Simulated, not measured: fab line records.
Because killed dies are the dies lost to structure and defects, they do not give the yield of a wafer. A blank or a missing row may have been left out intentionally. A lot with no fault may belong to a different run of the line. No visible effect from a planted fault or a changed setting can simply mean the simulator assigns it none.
fab line records | flow nandHarc
record: lots: 6 wafers: 18 lastDay: 24
route steps=1159 shown A_M1@1037 END@1159
lots with no fault: from the same line, run without faults
startH: hours from the record's opening day to when the first of the lot's shown wafers began | waitH: time in hours since the lot's previous step | " as in the row above | L1.1+2: several wafers, shown together as one row | - no value present, or no start provided | * or withheld: withheld | < > ~ a bound
route shown NAME@n: NAME is a module with steps in the file, n the number in the route of the first one | usual: the fault-free wafers' mean and standard deviation | same: alike in all rows | chamber/n: place in a boat | sites: each site's reading | _std_site: their standard deviation | _edge_site: the outer-site mean with the inner-site mean subtracted | radiusMm: for every site, how far away it sits from the centre of the wafer | mask NAME#n: copy n | behind: tool/chamber where the wafer was last shaped | hold: the reason the lot was held/the length of the hold in hours/how it ended | device: which transistor (n, p or np) failed to switch | end of line: the same wafers' tests at the end of the route | a step given without rows: its recipe and nothing more | killed: dies that structure and defects cost at the first sort, which is not the same as the wafer's yield | map: dies across one wafer; x = killed, . = not, _ = none there
set.NAME: the setting that was run; set.NAME@STEP: the one run at that earlier step | model.NAME: the simulator's own value behind a step, which no gauge read
lots seen at some steps along the route; tables by step, rows by wafer
services: a tool's chamber out of use, with start hour (startH, from the record's first day; less than 0 if before it), hours out, and reason
== steps ==
step: NHARC_A_M1_OVL_MEAS_10
recipe: pitchNm: 240
usual: overlayXNm: -0.2/0.71 overlayYNm: -0.1/1.1
columns lot.wafer tool chamber startH waitH overlayXNm overlayYNm
L663.1 overlay-02 - 415.09 - -0.4 -0.3
L663.2 " - " " -0.6 -0.3
L663.6 " - " " -0.4 -0.8
L667.1 overlay-02 - 451.18 - 1.1 -1.0
L667.3 " - " " 1.3 -0.2
L667.5 " - " " 1.0 -0.3
L670.2 overlay-01 - 476.05 - 0.2 -0.2
L670.3 " - " " 0.1 -0.6
L670.4 " - " " 0.4 0.0
L671.1 overlay-01 - 477.02 - 0.3 -1.7
L671.4 " - " " 0.3 -1.7
L671.6 " - " " 0.1 -1.5
L681.4 overlay-02 - 519.63 - -0.5 0.1
L681.5 " - " " -0.4 0.5
L681.6 " - " " -1.1 0.2
L680.1 overlay-01 - 522.58 - 0.1 0.9
L680.2 " - " " -0.2 0.6
L680.4 " - " " -0.2 0.9
step: NHARC_A_M1_INSPECT_11
usual: rawDefectCount: 30/11
columns lot.wafer tool chamber startH waitH rawDefectCount
L663.1 defectInspect-02 - 415.12 0.0 19
L663.2 " - " " 28
L663.6 " - " " 36
L667.1 defectInspect-02 - 451.22 0.0 37
L667.3 " - " " 36
L667.5 " - " " 43
L670.2 defectInspect-01 - 476.09 0.0 33
L670.3 " - " " 28
L670.4 " - " " 30
L671.1 defectInspect-02 - 477.06 0.0 12
L671.4 " - " " 14
L671.6 " - " " 13
L681.4 defectInspect-01 - 519.67 0.0 43
L681.5 " - " " 44
L681.6 " - " " 50
L680.1 defectInspect-01 - 522.61 0.0 42
L680.2 " - " " 33
L680.4 " - " " 31
step: NHARC_A_M1_DESCUM_14
recipe: timeS: 3 o2FlowSccm: 200 arFlowSccm: 0 biasPowerW: 0 chemistry: O2
usual: drypumpMotorCurrentA: 5.8/0.53 oesProductAu: 1.002/0.008 rfVppV: 58.0/0.91 showerheadPlenumPTorr: 1.96/0.073 throttleValvePct: 11.311/0.0095
columns lot.wafer tool chamber startH waitH drypumpMotorCurrentA oesProductAu rfHoursCounterH rfVppV showerheadPlenumPTorr throttleValvePct
L663.1 rieDiel-05 0 415.19 0.1 6.1 0.998 4 58.9 1.93 11.296
L663.2 " 1 " " 6.2 1.007 4 56.5 1.92 11.306
L663.6 " 0 " " 6.1 0.999 - 56.7 1.93 11.310
L667.3 rieDiel-08 2 451.28 0.1 6.3 0.991 3 58.5 2.07 11.324
L667.1 " 3 " " 5.9 1.000 3 58.5 1.95 11.299
L667.5 " 1 " " 6.5 1.010 - 57.4 2.00 11.319
L670.4 rieDiel-08 3 476.16 0.1 5.9 0.992 4 56.8 1.95 11.311
L670.2 " 0 " " 6.4 1.004 3 58.0 2.05 11.308
L670.3 " 2 " " 6.2 0.993 4 58.7 2.07 11.316
L671.1 rieDiel-08 3 477.13 0.1 5.9 1.004 4 56.9 1.95 11.327
L671.4 " 1 " " 6.5 1.013 4 58.8 2.00 11.305
L671.6 " 3 " " 5.9 1.003 - 57.9 1.95 11.320
L681.4 rieDiel-09 1 519.75 0.1 5.7 1.008 6 57.2 1.85 11.303
L681.6 " 2 " " 5.4 0.987 - 57.1 1.84 11.329
L681.5 " 3 " " 4.7 1.009 - 58.6 1.94 11.299
L680.1 rieDiel-09 0 522.67 0.1 5.1 1.008 6 58.3 2.03 11.308
L680.2 " 1 " " 5.8 1.014 6 57.4 1.85 11.297
L680.4 " 2 " " 5.4 0.999 6 58.0 1.84 11.308
step: NHARC_A_M1_ETCH_35
recipe: targetDepthA: 400 overetchA: 120 timeS: 43.94 ionEnergyEv: 200 n2FlowSccm: 150 h2FlowSccm: 150 arFlowSccm: 0 rfW: 400 biasW: 150 chemistry: N2/H2
usual: drypumpMotorCurrentA: 5.8/0.55 oesProductAu: 1.000/0.0076 rfVppV: 432.0/2.3 showerheadPlenumPTorr: 2.10/0.08 throttleValvePct: 14.171/0.0092
columns lot.wafer tool chamber startH waitH drypumpMotorCurrentA oesProductAu rfHoursCounterH rfVppV showerheadPlenumPTorr throttleValvePct
L663.2 rieDiel-05 3 415.28 0.1 5.4 1.009 2 432.1 2.08 14.167
L663.1 " 0 " " 6.1 1.003 4 430.3 2.06 14.189
L663.6 " 2 " " 5.6 1.001 - 434.1 2.14 14.195
L667.3 rieDiel-08 1 451.38 0.1 6.5 0.995 3 433.2 2.14 14.172
L667.1 " 2 " " 6.3 0.995 3 434.4 2.21 14.168
L667.5 " 2 " " 6.3 0.993 - 435.1 2.21 14.166
L670.2 rieDiel-08 0 476.24 0.1 6.4 1.006 3 434.4 2.19 14.183
L670.3 " 1 " " 6.5 0.997 4 432.7 2.14 14.169
L670.4 " 2 " " 6.3 0.995 4 433.8 2.21 14.179
L671.4 rieDiel-08 0 477.21 0.1 6.4 1.015 3 434.5 2.19 14.188
L671.1 " 1 " " 6.5 1.001 4 433.1 2.14 14.172
L671.6 " 3 " " 5.9 0.997 - 429.9 2.07 14.164
L681.4 rieDiel-09 2 519.83 0.1 5.4 0.975 6 427.5 1.95 14.179
L681.5 " 1 " " 5.7 1.006 - 428.8 1.97 14.162
L681.6 " 2 " " 5.4 0.982 - 427.8 1.95 14.160
L680.4 rieDiel-09 3 522.76 0.1 4.7 1.002 6 431.1 2.07 14.181
L680.2 " 0 " " 5.1 0.988 6 433.5 2.17 14.160
L680.1 " 1 " " 5.7 0.997 6 427.9 1.97 14.167
step: NHARC_A_M1_ETCH_15
recipe: targetDepthA: 1825 timeS: 91.2 c4f8FlowSccm: withheld arFlowSccm: 400 rfW: 600 biasW: 300 chemistry: C4F8/Ar
usual: oesProductAu: 0.955/0.023 rfVppV: 442.6/2.3
columns lot.wafer tool chamber startH waitH oesProductAu rfHoursCounterH rfVppV
L663.1 rieDiel-05 0 - - 0.968 4 441.4
L663.2 " 1 " " 0.984 4 441.1
L663.6 " 0 " " 0.975 - 441.3
L667.3 rieDiel-08 3 - - 0.961 3 442.1
L667.1 " 1 " " 0.963 3 442.8
L667.5 " 3 " " 0.975 - 442.6
L670.2 rieDiel-08 2 - - 0.970 4 446.0
L670.3 " 0 " " 0.968 3 444.5
L670.4 " 1 " " 0.988 4 442.1
L671.1 rieDiel-08 2 - - 0.963 4 445.2
L671.4 " 3 " " 0.952 4 441.5
L671.6 " 2 " " 0.969 - 446.3
L681.4 rieDiel-09 0 - - 0.957 6 443.8
L681.5 " 3 " " 0.957 - 441.8
L681.6 " 0 " " 0.961 - 445.5
L680.4 rieDiel-09 3 - - 0.976 6 442.1
L680.1 " 1 " " 0.962 6 440.0
L680.2 " 2 " " 0.963 6 437.7
step: NHARC_A_M1_CD_MEAS_16
usual: cdNm: 120.3/0.53
columns lot.wafer tool chamber startH waitH cdNm
L663.1 cdSem-02 - 415.49 - 120.1
L663.2 " - " " 120.4
L663.6 " - " " 119.5
L667.1 cdSem-03 - 451.63 - 119.8
L667.3 " - " " 119.7
L667.5 " - " " 120.0
L670.2 cdSem-03 - 476.47 - 121.0
L670.3 " - " " 121.1
L670.4 " - " " 120.5
L671.1 cdSem-02 - 477.42 - 121.1
L671.4 " - " " 120.5
L671.6 " - " " 120.2
L681.4 cdSem-02 - 520.05 - 120.0
L681.5 " - " " 119.9
L681.6 " - " " 120.9
L680.1 cdSem-03 - 522.98 - 120.0
L680.2 " - " " 119.6
L680.4 " - " " 120.8
step: NHARC_A_M1_STRIP_18
recipe: powerW: 1000 n2FlowSccm: 150 h2FlowSccm: 150 arFlowSccm: 0 biasW: 0 chemistry: N2/H2
step: NHARC_A_M1_ETCH_28
recipe: targetDepthA: 300 overEtchFrac: 0.3 timeS: 72.99 ionEnergyEv: 150 cf4FlowSccm: 50 n2FlowSccm: 100 arFlowSccm: 150 rfW: 300 biasW: 100 chemistry: CF4/N2
step: NHARC_A_M1_STRIP_19
recipe: timeS: 600 tempC: 30 chemistry: postEtchResidueRemover
step: NHARC_A_M1_DEGAS_29
recipe: tempC: 250 timeS: 60
usual: heaterPowerW: 330/34
columns lot.wafer tool chamber startH waitH heaterPowerW
L663.2 pvdSputter-02 - 416.23 - 297
L663.1 " - " " 316
L663.6 " - " " 316
L667.3 pvdSputter-01 - 452.35 - 311
L667.1 " - " " 307
L667.5 " - " " 305
L670.4 pvdSputter-02 - 477.18 - 319
L670.3 " - " " 335
L670.2 " - " " 317
L671.1 pvdSputter-02 - 478.14 - 322
L671.4 " - " " 331
L671.6 " - " " 309
L681.4 pvdSputter-02 - 520.83 - 314
L681.5 " - " " 332
L681.6 " - " " 306
L680.1 pvdSputter-03 - 523.69 - 298
L680.4 " - " " 322
L680.2 " - " " 422
step: NHARC_A_M1_PRE_CLEAN_30
recipe: timeS: 30 tempC: 280 gas: H2/He
usual: heaterPowerW: 405/40
columns lot.wafer tool chamber startH waitH heaterPowerW
L663.2 pvdSputter-02 - - - 374
L663.1 " - " " 380
L663.6 " - " " 375
L667.1 pvdSputter-01 - - - 400
L667.3 " - " " 372
L667.5 " - " " 411
L670.4 pvdSputter-02 - - - 389
L670.3 " - " " 375
L670.2 " - " " 418
L671.4 pvdSputter-02 - - - 382
L671.1 " - " " 376
L671.6 " - " " 390
L681.4 pvdSputter-02 - - - 384
L681.6 " - " " 380
L681.5 " - " " 415
L680.4 pvdSputter-03 - - - 390
L680.2 " - " " 500
L680.1 " - " " 431
step: NHARC_A_M1_PVD_20
recipe: targetThkA: 50 biasV: 168.6 powerW: 15000 chamberPressurePa: 0.12 timeS: 8.06 substrateTempC: 50 material: TaN
step: NHARC_A_M1_PVD_21
recipe: targetThkA: 300 chamberPressurePa: 5 powerW: 5000 substrateTempC: 30 timeS: 20.49 material: Cu
usual: cathodeDcPowerW: 5000.0/0.89 chamberPressurePa: 4.999/0.0099 throttleValvePct: 29.8/0.88
columns lot.wafer tool chamber startH waitH cathodeDcPowerW chamberPressurePa throttleValvePct
L663.2 pvdSputter-02 - 416.47 - 5000.3 5.012 31.1
L663.1 " - " " 4999.8 4.997 28.8
L663.6 " - " " 5001.0 4.996 30.4
L667.3 pvdSputter-01 - 452.58 - 5001.0 5.004 28.4
L667.1 " - " " 5001.4 5.001 29.9
L667.5 " - " " 4999.8 4.999 28.4
L670.3 pvdSputter-02 - 477.40 - - - -
L670.2 " - " " - - -
L670.4 " - " " - - -
L671.4 pvdSputter-02 - 478.36 - - - -
L671.1 " - " " - - -
L671.6 " - " " - - -
L681.4 pvdSputter-02 - 521.11 - 5000.5 4.993 29.9
L681.6 " - " " 4999.4 4.998 29.0
L681.5 " - " " 5000.9 5.005 30.0
L680.2 pvdSputter-03 - 523.93 - 5001.6 4.977 29.8
L680.4 " - " " 4999.3 4.989 29.0
L680.1 " - " " 4999.3 4.978 27.9
step: NHARC_A_M1_ECD_22
recipe: targetThkA: 4000 bathTempC: 25 material: Cu
step: NHARC_END_SORT_01
recipe: tempC: 25
usual: defectLimitedYield: 95.8/1.2 killedAtArray: 24/7.4 killedAtOther: 0.5/0.81 killedAtPeriphery: 3.4/2.3 killedDies: 28/8 killedOpen: 3.4/1.8 killedShort: 2.0/1.4 sort_bin_2_pct: 1.3/0.54 sort_bin_3_pct: 0.23/0.2 sort_bin_4_pct: 2.7/0.77 sortNPass: 649/8 sortRimYieldPct: 94.2/2.7 sortYieldPct: 95.8/1.2
same: grossDies: 677 sort_bin_5_pct[%]: 0 sort_bin_6_pct[%]: 0 sort_bin_7_pct[%]: 0 sort_bin_8_pct[%]: 0 sortRimNGross: 106.00
columns lot.wafer tool chamber startH waitH defectLimitedYield[%] killedAtArray killedAtOther killedAtPeriphery killedDies killedOpen killedShort sort_bin_2_pct[%] sort_bin_3_pct[%] sort_bin_4_pct[%] sortNPass sortRimYieldPct[%] sortYieldPct[%]
L667.1 prober-01 0 488.26 2.5 94.8 31 1 3 35 3 4 1.9 0.15 3.1 642 91.5 94.8
L667.3 prober-01 0 489.85 3.1 95.7 24 3 2 29 1 1 1.2 0.15 3.0 648 94.3 95.7
L667.5 prober-01 0 491.44 3.7 95.4 25 1 5 31 2 3 1.5 0.30 2.8 646 91.5 95.4
L671.1 prober-02 0 517.14 2.5 0 670 0 7 677 4 1 98.1 0 1.9 0 0 0
L671.4 prober-02 0 519.48 3.3 0 671 0 6 677 4 3 97.9 0.15 1.9 0 0 0
L671.6 prober-02 0 521.04 3.9 0 669 3 5 677 8 2 97.8 0.30 1.9 0 0 0
L670.2 prober-02 0 525.66 2.8 0 676 0 1 677 1 2 97.2 0.59 2.2 0 0 0
L670.3 prober-02 0 526.46 3.1 0 674 1 2 677 4 4 97.6 0 2.4 0 0 0
L670.4 prober-02 0 527.26 3.4 0 675 0 2 677 4 1 97.2 0.15 2.7 0 0 0
killed by level:class
L667.1 A_CHANNEL_HOLE_D1:chamberFilmFlake=12 A_SLIT:chamberFilmFlake=7 A_STAIRCASE:chamberFilmFlake=3 A_CONTACT:chamberFilmFlake=3 P_M0:geometricParticle:short=1 P_M1:geometricParticle:open=1 A_ONON_D1:geometricParticle:short=1 A_CHANNEL_FILL_D1:geometricParticle:open=1
L667.3 A_SLIT:chamberFilmFlake=8 A_CONTACT:chamberFilmFlake=6 A_CHANNEL_HOLE_D1:chamberFilmFlake=6 THIN_TSV:chamberFilmFlake=3 P_M0:geometricParticle:open=1 A_ONON_D1:geometricParticle:short=1 P_BONDPAD:chamberFilmFlake=1 A_CHANNEL_FILL_D1:chamberFilmFlake=1
L667.5 A_SLIT:chamberFilmFlake=10 A_CHANNEL_HOLE_D1:chamberFilmFlake=6 A_CONTACT:chamberFilmFlake=3 P_BONDPAD:chamberFilmFlake=2 A_STAIRCASE:chamberFilmFlake=2 P_GATE:geometricParticle:open=1 P_M2:geometricParticle:open=1 A_ONON_D1:geometricParticle:short=1
L671.1 A_M1:areaPvd=657 P_ZERO_WELL:chamberFilmFlake=4 A_M0:geometricParticle:open=3 A_CHANNEL_HOLE_D1:chamberFilmFlake=3 P_STI:chamberFilmFlake=2 A_STAIRCASE:chamberFilmFlake=2 A_ONON_D1:geometricParticle:short=1 A_SGD_CUT:geometricParticle:open=1
L671.4 A_M1:areaPvd=652 A_CHANNEL_HOLE_D1:chamberFilmFlake=6 A_WL_FILL:chamberFilmFlake=5 P_ZERO_WELL:chamberFilmFlake=3 A_STAIRCASE:chamberFilmFlake=3 A_CHANNEL_FILL_D1:geometricParticle:short=2 A_CONTACT:geometricParticle:open=2 P_STI:geometricParticle:short=1
L671.6 A_M1:areaPvd=654 A_CHANNEL_HOLE_D1:chamberFilmFlake=4 A_CONTACT:geometricParticle:open=3 A_STAIRCASE:chamberFilmFlake=3 A_M0:geometricParticle:open=2 STARTING-WAFER:geometricParticle:open=2 P_STI:chamberFilmFlake=2 P_M1:geometricParticle:short=1
L670.2 A_M1:areaPvd=652 A_CHANNEL_HOLE_D1:chamberFilmFlake=17 A_STAIRCASE:chamberFilmFlake=2 A_CONTACT:chamberFilmFlake=2 A_CHANNEL_HOLE_D1:geometricParticle:short=1 A_STAIRCASE:geometricParticle:short=1 A_BLC:geometricParticle:open=1 P_ZERO_WELL:chamberFilmFlake=1
L670.3 A_M1:areaPvd=654 A_CHANNEL_HOLE_D1:chamberFilmFlake=6 A_STAIRCASE:chamberFilmFlake=6 A_ONON_D1:geometricParticle:short=2 A_ONON_D1:geometricParticle:open=2 P_STI:geometricParticle:short=1 A_WL_FILL:geometricParticle:open=1 A_M0:geometricParticle:short=1
L670.4 A_M1:areaPvd=648 A_CHANNEL_HOLE_D1:chamberFilmFlake=17 A_STAIRCASE:chamberFilmFlake=6 A_M0:geometricParticle:open=2 P_GATE:geometricParticle:short=1 P_M2:geometricParticle:open=1 A_CHANNEL_FILL_D1:geometricParticle:open=1 A_ZERO_WELL:chamberFilmFlake=1
map L670.2 (x killed, . not)
____________x____________
_________xxxxxxx_________
_______xxxxxxxxxxx_______
______xxxxxxxxxxxxx______
_____xxxxxxxxxxxxxxx_____
____xxxxxxxxxxxxxxxxx____
____xxxxxxxxxxxxxxxxx____
___xxxxxxxxxxxxxxxxxxx___
___xxxxxxxxxxxxxxxxxxx___
__xxxxxxxxxxxxxxxxxxxxx__
__xxxxxxxxxxxxxxxxxxxxx__
_xxxxxxxxxxxxxxxxxxxxxxx_
_xxxxxxxxxxxxxxxxxxxxxxx_
_xxxxxxxxxxxxxxxxxxxxxxx_
_xxxxxxxxxxxxxxxxxxxxxxx_
_xxxxxxxxxxxxxxxxxxxxxxx_
xxxxxxxxxxxxxxxxxxxxxxxxx
xxxxxxxxxxxxxxxxxxxxxxxxx
xxxxxxxxxxxxxxxxxxxxxxxxx
xxxxxxxxxxxxxxxxxxxxxxxxx
xxxxxxxxxxxxxxxxxxxxxxxxx
_xxxxxxxxxxxxxxxxxxxxxxx_
_xxxxxxxxxxxxxxxxxxxxxxx_
_xxxxxxxxxxxxxxxxxxxxxxx_
_xxxxxxxxxxxxxxxxxxxxxxx_
_xxxxxxxxxxxxxxxxxxxxxxx_
__xxxxxxxxxxxxxxxxxxxxx__
__xxxxxxxxxxxxxxxxxxxxx__
___xxxxxxxxxxxxxxxxxxx___
___xxxxxxxxxxxxxxxxxxx___
____xxxxxxxxxxxxxxxxx____
____xxxxxxxxxxxxxxxxx____
_____xxxxxxxxxxxxxxx_____
______xxxxxxxxxxxxx______
_______xxxxxxxxxxx_______
_________xxxxxxx_________
____________x____________
map L671.1 (x killed, . not)
____________x____________
_________xxxxxxx_________
_______xxxxxxxxxxx_______
______xxxxxxxxxxxxx______
_____xxxxxxxxxxxxxxx_____
____xxxxxxxxxxxxxxxxx____
____xxxxxxxxxxxxxxxxx____
___xxxxxxxxxxxxxxxxxxx___
___xxxxxxxxxxxxxxxxxxx___
__xxxxxxxxxxxxxxxxxxxxx__
__xxxxxxxxxxxxxxxxxxxxx__
_xxxxxxxxxxxxxxxxxxxxxxx_
_xxxxxxxxxxxxxxxxxxxxxxx_
_xxxxxxxxxxxxxxxxxxxxxxx_
_xxxxxxxxxxxxxxxxxxxxxxx_
_xxxxxxxxxxxxxxxxxxxxxxx_
xxxxxxxxxxxxxxxxxxxxxxxxx
xxxxxxxxxxxxxxxxxxxxxxxxx
xxxxxxxxxxxxxxxxxxxxxxxxx
xxxxxxxxxxxxxxxxxxxxxxxxx
xxxxxxxxxxxxxxxxxxxxxxxxx
_xxxxxxxxxxxxxxxxxxxxxxx_
_xxxxxxxxxxxxxxxxxxxxxxx_
_xxxxxxxxxxxxxxxxxxxxxxx_
_xxxxxxxxxxxxxxxxxxxxxxx_
_xxxxxxxxxxxxxxxxxxxxxxx_
__xxxxxxxxxxxxxxxxxxxxx__
__xxxxxxxxxxxxxxxxxxxxx__
___xxxxxxxxxxxxxxxxxxx___
___xxxxxxxxxxxxxxxxxxx___
____xxxxxxxxxxxxxxxxx____
____xxxxxxxxxxxxxxxxx____
_____xxxxxxxxxxxxxxx_____
______xxxxxxxxxxxxx______
_______xxxxxxxxxxx_______
_________xxxxxxx_________
____________x____________
== services ==
columns tool chamber startH hours kind
pvdSputter-02 - 396.29 10.0 pm
rieDiel-08 0 396.60 7.9 repair
rieDiel-08 0 408.80 - clean
rieDiel-08 1 408.80 - clean
rieDiel-08 2 408.80 - clean
rieDiel-08 3 408.80 - clean
rieDiel-09 3 425.47 5.0 repair
rieDiel-09 - 431.22 9.0 pm
rieDiel-08 0 433.30 - clean
rieDiel-08 1 433.30 - clean
rieDiel-08 2 433.30 - clean
rieDiel-08 3 433.30 - clean
rieDiel-08 - 433.93 0.1 repair
pvdSputter-01 - 437.04 1.4 repair
rieDiel-09 2 441.12 9.9 repair
rieDiel-08 0 449.12 10.8 repair
pvdSputter-03 - 458.00 10.0 pm
rieDiel-08 - 478.80 9.0 pm
rieDiel-09 3 484.34 11.3 repair
pvdSputter-01 - 503.72 3.3 repair
rieDiel-08 1 503.80 3.2 repair
rieDiel-08 3 512.79 7.8 repair
pvdSputter-01 - 514.01 10.0 pm
rieDiel-05 - 517.66 9.0 pm
== key ==
firstSign: step: NHARC_A_M1_PVD_21 reading: toolRecord direction: missing
effect: step: NHARC_END_SORT_01 reading: sort_bin_2_pct direction: up sigmas: 99+ usual: 1.3 struck: 97.6
moreKillsBornAt: NHARC_A_M1_PVD_21@pvdSputter-02: 3917
metAt NHARC_A_M1_PVD_21
struckWafers L670.2,L670.3,L670.4,L671.1,L671.4,L671.6
laterRowsLeftOut L670.2,L670.3,L670.4,L671.1,L671.4,L671.6
onsetBetween 416.47 477.40
fault: kind: skippedStepWhole tool: pvdSputter-02 chamber: - onsetH: 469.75 steps: NHARC_A_M1_PVD_21 scope: struckLotsOnly
laterRowsLeftOut: the simulator's readings of these wafers behind a module that went badly wrong aren't trusted and aren't shown, but for the sort
